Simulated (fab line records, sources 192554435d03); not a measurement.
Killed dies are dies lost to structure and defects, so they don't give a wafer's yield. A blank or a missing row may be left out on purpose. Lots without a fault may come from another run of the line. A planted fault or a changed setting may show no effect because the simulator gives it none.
A struck lot beside a sound one | flow n5_finfet | 36 steps out of a route of 1938
Sound: wafers L203.1, L203.5, L203.6. Struck: wafers L200.2, L200.4, L200.6. The cause comes at the end.
At each step with rows: each side's tool, then ch and its chambers, then its first start. Under that, the readings that differ: sound wafers | struck wafers | difference of the means | sigmas: that difference in standard deviations of wafers without a fault.
alike: readings whose means differ by less than 2 such deviations, and words and numbers that are the same on both sides. not compared: withheld readings, readings that some wafer has no value for, bounds like >300 that may hide the same value, and numbers for which the record gives no deviation and whose values overlap.
The two part at a step that has a row with sigmas, a row that says differs or no value, or rows on one side only. Numbers that don't overlap but have no deviation are shown without sigmas and don't part them. A reading that every wafer of one side lacks parts them only if that side has two wafers or more.

first, 9 steps without rows for these wafers: N5_BEOL_M4_ANNEAL_95 (time 240 s); N5_BEOL_M4_SPUTTER_96 (material Cu, target thk 4.5 nm, time 8.29 s); N5_BEOL_M4_ECD_50 (material Cu, target thk 300 nm); N5_BEOL_M4_ANNEAL_51 (time 90 s); N5_BEOL_M4_CMP_52 (polishes, stops on SiOC, t overpolish 6.8 s, target thk 40 nm); N5_BEOL_M4_PRE_CLEAN_60 (time 15 s); N5_BEOL_M4_CO_CAP_55 (material Co, precursor CCTBA/H2, target thk 2 nm, time 102.1 s); N5_BEOL_M4_PRE_CLEAN_56 (time 15 s); N5_BEOL_M4_DEP_57 (deposits SiCN from 3MS/NH3, target thk 8 nm, time 14 s).
N5_BEOL_M4_RC_MEAS_101:
  sound on prober-02 ch 0, day 13 02:37; struck on prober-02 ch 0, day 12 04:43
  alike: DIBL_N, DIBL_P, IOFF_N, IOFF_P, ION_N, ION_P, SS_N, SS_P, VT_N, VT_P
then, 24 steps without rows for these wafers: N5_BEOL_M5_ILD_DEP_00 (deposits SiCOH lowk from DEMS/porogen, target thk 140.64 nm, time 25.9 s); N5_BEOL_M5_CURE_79 (cures SiCOH lowk, time 240 s); N5_BEOL_M5_PECVD_70 (deposits SiO2 from TEOS/O2, target thk 16 nm, time 18 s); N5_BEOL_M5_HM_DEP_02 (deposits TiN, target thk 20 nm); N5_BEOL_M5_COAT_59 (time 60 s, resist thk 60 nm); N5_BEOL_M5_COAT_60 (time 60 s, resist thk 12 nm); N5_BEOL_M5_COAT_71 (time 60 s, resist thk 5 nm); N5_BEOL_M5_COAT_05 (resist thk 30 nm); N5_BEOL_M5_EBR_07; N5_BEOL_M5_SOFTBAKE_06 (time 60 s); N5_BEOL_M5_EXPOSE_08 (exposes mask M5, target cd 28 nm); N5_BEOL_M5_PEB_09 (peb time 60 s); N5_BEOL_M5_DEVELOP_10 (develop time 30 s); N5_BEOL_M5_DESCUM_16 (chemistry O2, time 7 s); N5_BEOL_M5_ETCH_72 (etches underlayer in N2/H2, target depth 6.5 nm, time 5.2 s); N5_BEOL_M5_ETCH_61 (etches SiARC in CF4, target depth 15.6 nm, time 26 s); N5_BEOL_M5_ETCH_62 (etches SOC in N2/H2, target depth 75 nm, overetch 15 nm, time 112.5 s); N5_BEOL_M5_STRIP_63 (strips in N2/H2); N5_BEOL_M5_STRIP_73 (strips in N2/H2); N5_BEOL_M5_STRIP_64 (strips in CF4); N5_BEOL_M5_HM_OPEN_17 (chemistry Cl2/BCl3, target TiN, target depth 20 nm, overetch 6 nm); N5_BEOL_M5_STRIP_19 (strips in O2); N5_BEOL_M5_COAT_65 (time 60 s, resist thk 60 nm); N5_BEOL_M5_COAT_66 (time 60 s, resist thk 12 nm).
-- the record jumps here: 4 days lie between the struck wafers' starts before and after (it left off in module BEOL_M5 and takes up again in module PASSIVATION, whose first step shown is number 1936 of the route) --
N5_PASSIVATION_AL_DEP_21: deposits Al, target thk 2800 nm, time 170 s.
  sound on pvd_sputter-01, day 17 12:15; struck on pvd_sputter-03, day 16 08:58
  no value came back on the struck wafers for cathode_dc_power_W (W), chamber_pressure_pa (Pa), throttle_valve_pct (%); on the sound wafers cathode_dc_power_W (W) reads 29997 30004 30003
N5_PASSIVATION_PROBE_49:
  sound on prober-01, day 17 18:22; struck on prober-02, day 16 14:52
  reading                  | sound          | struck         | difference | sigmas
  defect_limited_yield (%) | 91.9 90.3 90.2 | 0 0 0          | -91        | -65
  killed_at_M0_to_M3       | 36 57 41       | 7 7 7          | -38        | -4
  killed_at_contacts       | 17 20 27       | 2 1 0          | -20        | -4
  killed_at_front_end      | 34 33 33       | 3 4 14         | -26        | -3
  killed_at_other          | 0 1 4          | 1165 1163 1156 | +1160      | +99 or more
  killed_dies              | 95 114 116     | 1180 1180 1180 | +1072      | +67
  killed_on_rim            | 10 13 13       | 152 152 152    | +140       | +35
  killed_open              | 55 82 87       | 11 12 14       | -62        | -5
  killed_short             | 38 31 26       | 4 5 10         | -25        | -4
  sort_bin_5_function (%)  | 4.4 5.5 4.9    | 73.7 76.2 71.9 | +69.0      | +75
  sort_n_pass              | 1085 1066 1064 | 0 0 0          | -1072      | -63
  sort_yield_pct (%)       | 91.9 90.3 90.2 | 0 0 0          | -91        | -65
  alike: killed_at_M4_up, sort_bin_6_memory, sort_bin_8_speed

WHERE THEY PART
First at N5_PASSIVATION_AL_DEP_21; last, within this record, at N5_PASSIVATION_PROBE_49.

WHY: what the simulator had put in
Skipped step whole: pvd_sputter-03, from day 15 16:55 on, at N5_PASSIVATION_AL_DEP_21. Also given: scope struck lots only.
